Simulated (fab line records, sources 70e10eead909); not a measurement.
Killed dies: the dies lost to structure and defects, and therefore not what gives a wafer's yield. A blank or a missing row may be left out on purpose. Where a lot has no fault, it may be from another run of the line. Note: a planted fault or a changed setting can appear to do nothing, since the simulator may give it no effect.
Which tool did it?	flow nand-harc	72 wafers from 24 lots sampled at 5 of the route's 1159 steps

## WHAT THE GAUGES SHOWED, per wafer
NHARC_P_M0_INSPECT_27.
lot	measured	on	raw-defect-count
L074	day 6 01:37	defect-inspect-02	164 140 243
L076	day 6 04:35	defect-inspect-01	301 263 500
L075	day 6 09:09	defect-inspect-02	423 265 607
L078	day 6 22:22	defect-inspect-02	172 280 240
L077	day 7 00:31	defect-inspect-01	273 194 207
L079	day 7 08:24	defect-inspect-02	321 356 452
L080	day 7 09:19	defect-inspect-02	339 340 370
L081	day 7 18:28	defect-inspect-01	453 303 388
L082	day 7 18:58	defect-inspect-02	253 276 254
L084	day 8 08:26	defect-inspect-02	335 248 337
L083	day 8 09:13	defect-inspect-01	427 450 291
L085	day 8 15:58	defect-inspect-01	366 160 360
L086	day 9 03:42	defect-inspect-02	191 147 245
L087	day 9 04:42	defect-inspect-02	180 252 258
L088	day 9 21:57	defect-inspect-02	143 284 323
L089	day 9 22:26	defect-inspect-02	414 251 502
L090	day 10 00:28	defect-inspect-01	249 447 203
L091	day 10 06:51	defect-inspect-02	942 346 409
L092	day 10 13:51	defect-inspect-02	448 269 272
L093	day 10 21:45	defect-inspect-01	215 174 176
L094	day 10 22:46	defect-inspect-02	281 326 239
L095	day 11 04:22	defect-inspect-01	471 250 337
L097	day 11 08:41	defect-inspect-02	233 363 299
L096	day 11 09:04	defect-inspect-01	173 189 292

NHARC_P_M1_OVL_MEAS_10: pitch 260 nm.
lot	measured	on	overlay-x-nm (nm)	overlay-y-nm (nm)
L074	day 6 03:15	overlay-02	-1.0 -0.9 -0.7	0.8 0.1 0.2
L076	day 6 06:11	overlay-01	2.0 2.0 1.9	1.4 1.7 1.2
L075	day 6 10:38	overlay-02	1.7 1.4 1.6	0.2 0.7 0.4
L078	day 6 23:50	overlay-01	0.5 1.4 1.0	-0.6 -0.9 -0.3
L077	day 7 01:57	overlay-01	-0.4 -0.9 -0.6	-0.8 -1.3 0.2
L079	day 7 09:53	overlay-01	0.0 0.0 0.1	-1.5 -0.7 -1.5
L080	day 7 10:40	overlay-02	0.0 0.2 0.4	-0.4 -0.3 -0.2
L081	day 7 20:04	overlay-02	0.6 0.0 0.2	1.5 1.5 1.1
L082	day 7 21:12	overlay-01	-0.3 0.4 0.0	-0.5 -0.6 -0.4
L084	day 8 09:55	overlay-02	0.8 0.9 0.9	0.0 0.3 0.6
L083	day 8 10:41	overlay-02	-0.9 -1.5 -1.1	0.8 0.6 0.4
L085	day 8 17:28	overlay-02	0.7 -0.7 0.0	-0.9 -0.7 -0.8
L086	day 9 05:11	overlay-01	-0.9 -1.4 -1.0	1.3 0.7 1.0
L087	day 9 06:10	overlay-02	-0.3 -0.6 -0.7	0.4 0.0 0.1
L088	day 9 23:19	overlay-01	-0.3 -0.2 -0.1	-0.1 -0.2 -0.1
L089	day 9 23:47	overlay-01	-0.2 -0.8 -0.6	-1.9 -1.2 -1.1
L090	day 10 02:07	overlay-01	0.5 0.3 0.4	1.3 1.4 1.8
L091	day 10 08:32	overlay-02	-0.2 0.5 0.0	0.3 0.3 0.4
L092	day 10 15:12	overlay-02	0.9 0.4 0.7	1.1 0.9 1.2
L093	day 10 23:23	overlay-01	-0.3 -0.8 -0.4	0.8 0.5 0.7
L094	day 11 00:16	overlay-02	-0.8 -1.2 -0.7	-0.9 -1.0 -0.6
L095	day 11 06:00	overlay-02	0.0 0.6 0.2	-0.7 0.5 0.0
L097	day 11 10:26	overlay-02	1.2 0.6 1.0	0.5 0.6 -0.2
L096	day 11 10:54	overlay-02	0.2 -0.2 0.4	0.7 0.7 0.0

## EACH LOT AND THE TOOL THAT RAN IT (in order: tool; ch and the chambers of the sampled wafers; start)
lot	NHARC_P_CONTACT_DESCUM_17	NHARC_P_CONTACT_ETCH_35	NHARC_P_CONTACT_DEGAS_38
L074	rie-diel-10 ch 2,3, day 5 17:36	rie-diel-10 ch 0,2,3, day 5 17:41	pvd-sputter-02, day 5 19:11
L076	rie-diel-02 ch 0,1,2, day 5 21:16	rie-diel-02 ch 0,2,3, day 5 21:21	pvd-sputter-03, day 5 22:50
L075	rie-diel-10 ch 0,3, day 5 22:39	rie-diel-10 ch 1,3, day 5 22:46	pvd-sputter-01, day 6 00:19
L078	rie-diel-02 ch 1,2, day 6 15:17	rie-diel-02 ch 0,1, day 6 15:32	pvd-sputter-03, day 6 17:16
L077	rie-diel-02 ch 2,3, day 6 17:58	rie-diel-02 ch 2,3, day 6 18:04	pvd-sputter-01, day 6 19:34
L079	rie-diel-10 ch 0,1,3, day 6 21:09	rie-diel-10 ch 2,3, day 6 21:13	pvd-sputter-03, day 6 22:47
L080	rie-diel-02 ch 0,2,3, day 6 21:53	rie-diel-02 ch 0,3, day 6 21:58	pvd-sputter-03, day 6 23:30
L081	rie-diel-10 ch 1,2, day 7 09:54	rie-diel-10 ch 0,3, day 7 09:59	pvd-sputter-03, day 7 11:29
L082	rie-diel-04 ch 0,1,3, day 7 10:10	rie-diel-04 ch 0,1,2, day 7 10:18	pvd-sputter-03, day 7 12:05
L084	rie-diel-10 ch 0,1,2, day 8 01:55	rie-diel-10 ch 0,1,2, day 8 02:00	pvd-sputter-02, day 8 03:30
L083	rie-diel-02 ch 1,2,3, day 8 02:31	rie-diel-02 ch 1,2,3, day 8 02:37	pvd-sputter-01, day 8 04:16
L085	rie-diel-02 ch 1,2,3, day 8 08:48	rie-diel-02 ch 1,2,3, day 8 08:55	pvd-sputter-02, day 8 10:50
L086	rie-diel-02 ch 1,2,3, day 8 19:07	rie-diel-02 ch 1,3, day 8 19:12	pvd-sputter-01, day 8 20:53
L087	rie-diel-04 ch 1,3, day 8 19:29	rie-diel-04 ch 0,1,3, day 8 19:34	pvd-sputter-03, day 8 21:15
L088	rie-diel-10 ch 0,1,3, day 9 09:52	rie-diel-10 ch 2,3, day 9 09:56	pvd-sputter-03, day 9 11:26
L089	rie-diel-04 ch 0,2,3, day 9 10:38	rie-diel-04 ch 0,1,2, day 9 10:45	pvd-sputter-03, day 9 12:23
L090	rie-diel-10 ch 0,1,2, day 9 16:02	rie-diel-10 ch 0,1, day 9 16:08	pvd-sputter-02, day 9 17:44
L091	rie-diel-02 ch 1,2,3, day 9 22:10	rie-diel-02 ch 2,3, day 9 22:17	pvd-sputter-03, day 9 23:56
L092	rie-diel-10 ch 0,2, day 10 06:28	rie-diel-10 ch 0,3, day 10 06:33	pvd-sputter-03, day 10 08:06
L093	rie-diel-10 ch 0,1, day 10 10:22	rie-diel-10 ch 0,2,3, day 10 10:28	pvd-sputter-01, day 10 11:58
L094	rie-diel-02 ch 1,3, day 10 11:19	rie-diel-02 ch 1,3, day 10 11:29	pvd-sputter-02, day 10 13:11
L095	rie-diel-10 ch 0,1,2, day 10 21:44	rie-diel-10 ch 0,3, day 10 21:49	pvd-sputter-03, day 10 23:23
L097	rie-diel-10 ch 1,2,3, day 11 01:56	rie-diel-10 ch 1,2,3, day 11 02:01	pvd-sputter-01, day 11 03:34
L096	rie-diel-02 ch 1,2, day 11 02:07	rie-diel-02 ch 1,2, day 11 02:13	pvd-sputter-03, day 11 03:52
- NHARC_P_CONTACT_DESCUM_17: chemistry O2, time 3 s.
- NHARC_P_CONTACT_ETCH_35: etches the open film in CF4, target depth 39 nm, time 65 s.
- NHARC_P_CONTACT_DEGAS_38: time 60 s.

## AS READ BY THE TOOLS THEMSELVES (means over the sampled wafers that have a number; for cases with no such wafer, the mark the record gives instead)
NHARC_P_CONTACT_DESCUM_17.
lot	tool	drypump-motor-current-A (A)	o2-flow-sccm (sccm)	oes-product-au (a.u.)	rf-vpp-V (V)	showerhead-plenum-p-Torr (Torr)	throttle-valve-pct (%)
L074	rie-diel-10	5.66	200.1	0.993	58.6	1.99	11.312
L076	rie-diel-02	5.96	200.3	1.009	57.7	1.97	11.306
L075	rie-diel-10	5.73	200.1	1.015	58.5	1.99	11.323
L078	rie-diel-02	5.93	200.7	1.009	58.5	1.99	11.319
L077	rie-diel-02	5.66	199.9	1.002	57.9	2.01	11.311
L079	rie-diel-10	5.67	199.8	1.020	58.4	1.98	11.312
L080	rie-diel-02	5.74	200.5	0.999	58.4	1.99	11.308
L081	rie-diel-10	5.47	199.8	0.994	58.6	1.94	11.313
L082	rie-diel-04	5.67	199.5	1.002	57.8	1.98	11.314
L084	rie-diel-10	5.55	199.9	0.997	57.9	1.94	11.326
L083	rie-diel-02	5.89	200.3	1.003	58.1	2.00	11.310
L085	rie-diel-02	5.88	200.4	1.000	58.2	2.00	11.301
L086	rie-diel-02	5.89	200.1	1.008	58.8	2.00	11.308
L087	rie-diel-04	5.46	200.3	1.006	58.0	1.98	11.305
L088	rie-diel-10	5.65	200.0	0.993	57.8	1.98	11.311
L089	rie-diel-04	5.81	199.6	1.019	57.8	1.97	11.317
L090	rie-diel-10	5.55	200.5	0.999	57.6	1.94	11.312
L091	rie-diel-02	5.91	200.1	1.010	58.2	2.00	11.308
L092	rie-diel-10	5.60	200.3	1.005	58.0	1.94	11.316
L093	rie-diel-10	5.57	199.6	0.995	57.5	1.94	11.313
L094	rie-diel-02	6.13	200.0	1.003	58.5	1.99	11.310
L095	rie-diel-10	5.55	199.9	0.995	57.7	1.94	11.311
L097	rie-diel-10	5.62	199.7	0.995	58.7	1.98	11.309
L096	rie-diel-02	5.93	200.3	1.008	57.5	1.99	11.321

NHARC_P_CONTACT_ETCH_35.
lot	tool	bias-w (W)	drypump-motor-current-A (A)	oes-product-au (a.u.)	rf-vpp-V (V)	showerhead-plenum-p-Torr (Torr)	throttle-valve-pct (%)
L074	rie-diel-10	99.8	5.69	1.005	152.2	1.83	13.288
L076	rie-diel-02	100.0	5.73	1.000	151.8	1.83	13.286
L075	rie-diel-10	100.1	5.58	1.002	151.6	1.82	13.281
L078	rie-diel-02	99.8	6.02	1.009	151.6	1.81	13.284
L077	rie-diel-02	100.0	5.68	0.995	153.5	1.85	13.284
L079	rie-diel-10	99.9	5.78	1.001	152.0	1.86	13.294
L080	rie-diel-02	100.1	5.76	1.006	152.2	1.82	13.281
L081	rie-diel-10	100.3	5.73	1.014	151.6	1.83	13.280
L082	rie-diel-04	99.7	5.53	1.002	151.9	1.85	13.279
L084	rie-diel-10	99.9	5.54	0.996	150.9	1.80	13.288
L083	rie-diel-02	99.9	5.90	1.004	152.8	1.84	13.278
L085	rie-diel-02	100.0	5.89	0.997	151.9	1.84	13.285
L086	rie-diel-02	100.1	5.85	1.001	152.1	1.85	13.286
L087	rie-diel-04	100.3	5.66	1.004	150.5	1.82	13.282
L088	rie-diel-10	100.3	5.74	0.996	151.7	1.86	13.280
L089	rie-diel-04	99.8	5.52	1.003	152.5	1.85	13.295
L090	rie-diel-10	99.9	5.58	1.002	152.1	1.80	13.283
L091	rie-diel-02	100.2	5.68	1.007	152.0	1.84	13.274
L092	rie-diel-10	100.2	5.81	0.991	153.2	1.86	13.288
L093	rie-diel-10	99.7	5.72	0.992	151.5	1.83	13.283
L094	rie-diel-02	100.4	6.12	0.989	152.4	1.84	13.284
L095	rie-diel-10	100.4	5.73	0.990	151.8	1.83	13.278
L097	rie-diel-10	99.8	5.61	0.996	152.4	1.82	13.292
L096	rie-diel-02	100.3	5.90	1.007	152.2	1.83	13.275

NHARC_P_CONTACT_DEGAS_38.
lot	tool	heater-power-w (W)
L074	pvd-sputter-02	459
L076	pvd-sputter-03	475
L075	pvd-sputter-01	497
L078	pvd-sputter-03	528
L077	pvd-sputter-01	470
L079	pvd-sputter-03	508
L080	pvd-sputter-03	502
L081	pvd-sputter-03	531
L082	pvd-sputter-03	501
L084	pvd-sputter-02	500
L083	pvd-sputter-01	499
L085	pvd-sputter-02	504
L086	pvd-sputter-01	473
L087	pvd-sputter-03	517
L088	pvd-sputter-03	529
L089	pvd-sputter-03	501
L090	pvd-sputter-02	474
L091	pvd-sputter-03	530
L092	pvd-sputter-03	520
L093	pvd-sputter-01	476
L094	pvd-sputter-02	471
L095	pvd-sputter-03	495
L097	pvd-sputter-01	473
L096	pvd-sputter-03	468

## THE ANSWER, worked out from the rows above alone
Rule: the lots themselves supply what counts as usual. The widest of any qualifying gaps counts: lots, ordered by their means at a reading, are off when they make up no more than a third of the lots, leave a main group of 4 or more, and stand apart from it by 3 or more times the standard deviation of that group's means. A main group whose means are all the same, to the digits that the tables above print for the reading, isn't used. A lot without any number at a reading at which 4 lots or more have one is off too. Any other lot the step has rows for is counted as sound. Order of review: gauges by route order, followed by the tools' own readings, for which a lot's mean as printed above is used. At the first step where some lot is off, the reading lying furthest off is the one used; lots without a number count as furthest.
Nothing can be told from this: no lot is off at any reading shown.

## WHAT THE SIMULATOR HAD INSERTED
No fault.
